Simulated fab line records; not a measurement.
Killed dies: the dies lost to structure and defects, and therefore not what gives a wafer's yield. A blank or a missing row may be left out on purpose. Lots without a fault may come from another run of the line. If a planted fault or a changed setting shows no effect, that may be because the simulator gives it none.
Chamber matching    flow n5Finfet    4 sister chambers for N5_BEOL_M10_STRIP_67 on rieDiel-04
The step strips in CF4. 7 wafers are shown with their chamber, then 7 later ones without.

== WAFERS, EACH WITH ITS CHAMBER ==
wafer   chamber  throttleValvePct (%)  oesProductAu (a.u.)
L075.5  3        13.44                 0.71
L076.5  2        13.51                 0.87
L081.1  1        13.28                 0.83
L081.2  2        13.55                 0.85
L081.6  3        13.48                 0.69
L086.2  1        13.31                 0.82
L086.5  0        13.64                 0.78

== WAFERS WHOSE CHAMBER IS MISSING ==
wafer   throttleValvePct (%)  oesProductAu (a.u.)
L086.6  13.49                 0.69
L088.1  13.64                 0.78
L088.4  13.58                 0.83
L088.5  13.50                 0.68
L096.1  13.60                 0.83
L096.5  13.69                 0.76
L096.6  13.62                 0.82

== THE CHAMBER EACH PASSED THROUGH ==
wafer   from the rows above      in truth
L086.6  3                        3
L088.1  0                        0
L088.4  can't be placed: 2 or 0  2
L088.5  3                        3
L096.1  can't be placed: 2 or 0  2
L096.5  0                        0
L096.6  can't be placed: 0 or 2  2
Correctly placed: 4 of 7. Cannot be placed on the basis of these rows: 3; the candidates contain the true chamber in 3. Number placed wrongly: 0.
How it was worked out, from the rows above alone: a wafer's distance from a chamber is the root of the sum, over the readings, of the square of ((its reading less the chamber's mean) divided by the reading's scatter). If the next closest chamber is less than 2 further off than the closest, the wafer can't be placed; otherwise it belongs to the closest. For every chamber, the mean is computed from those of its wafers that are shown. The scatter: take each reading less its chamber's mean, square it, sum over the shown wafers, divide by the number of wafers less the number of chambers, and take the root.
